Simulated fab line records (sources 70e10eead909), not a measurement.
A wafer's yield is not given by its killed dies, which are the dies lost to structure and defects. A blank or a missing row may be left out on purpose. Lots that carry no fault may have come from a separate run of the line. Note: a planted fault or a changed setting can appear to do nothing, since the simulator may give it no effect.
Matching of chambers	flow nand_harc	NHARC_A_STAIRCASE_TRIM_220 on rie_diel-08: 4 sister chambers
The step chemistry O2, time 211.2 s. 4 wafers are shown with their chamber, then 10 later ones without.

WAFERS WITH THEIR CHAMBER
wafer	chamber	showerhead_plenum_p_Torr (Torr)
L088.4	1	3.72
L088.5	3	3.57
L088.1	0	3.57
L088.3	2	3.35

WAFERS WITH NO CHAMBER GIVEN
wafer	showerhead_plenum_p_Torr (Torr)
L088.6	3.57
L091.2	3.57
L091.4	3.72
L091.6	3.34
L096.4	3.56
L096.5	3.71
L096.6	3.56
L097.1	3.55
L097.2	3.33
L097.4	3.71

THE CHAMBER EACH PASSED THROUGH
wafer	from the rows above	in truth
L088.6	can't be placed: 0 or 3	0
L091.2	can't be placed: 0 or 3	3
L091.4	1	1
L091.6	2	2
L096.4	can't be placed: 0 or 3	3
L096.5	1	1
L096.6	can't be placed: 0 or 3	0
L097.1	can't be placed: 0 or 3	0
L097.2	2	2
L097.4	1	1
5 of 10 placed correctly. From these rows, 5 cannot be placed; in 5 the true chamber is one of the candidates. Number placed wrongly: 0.
How it was worked out, from the rows above alone: a wafer's distance from a chamber is the root of the sum, over the readings, of the square of ((its reading less the chamber's mean) divided by the reading's scatter). If the next closest chamber is less than 2 further off than the closest, the wafer can't be placed; otherwise it belongs to the closest. For every chamber, the mean is computed from those of its wafers that are shown. The scatter: with one shown wafer a chamber, the root of the mean of the squares of how far each hidden wafer lies from its nearest shown one.
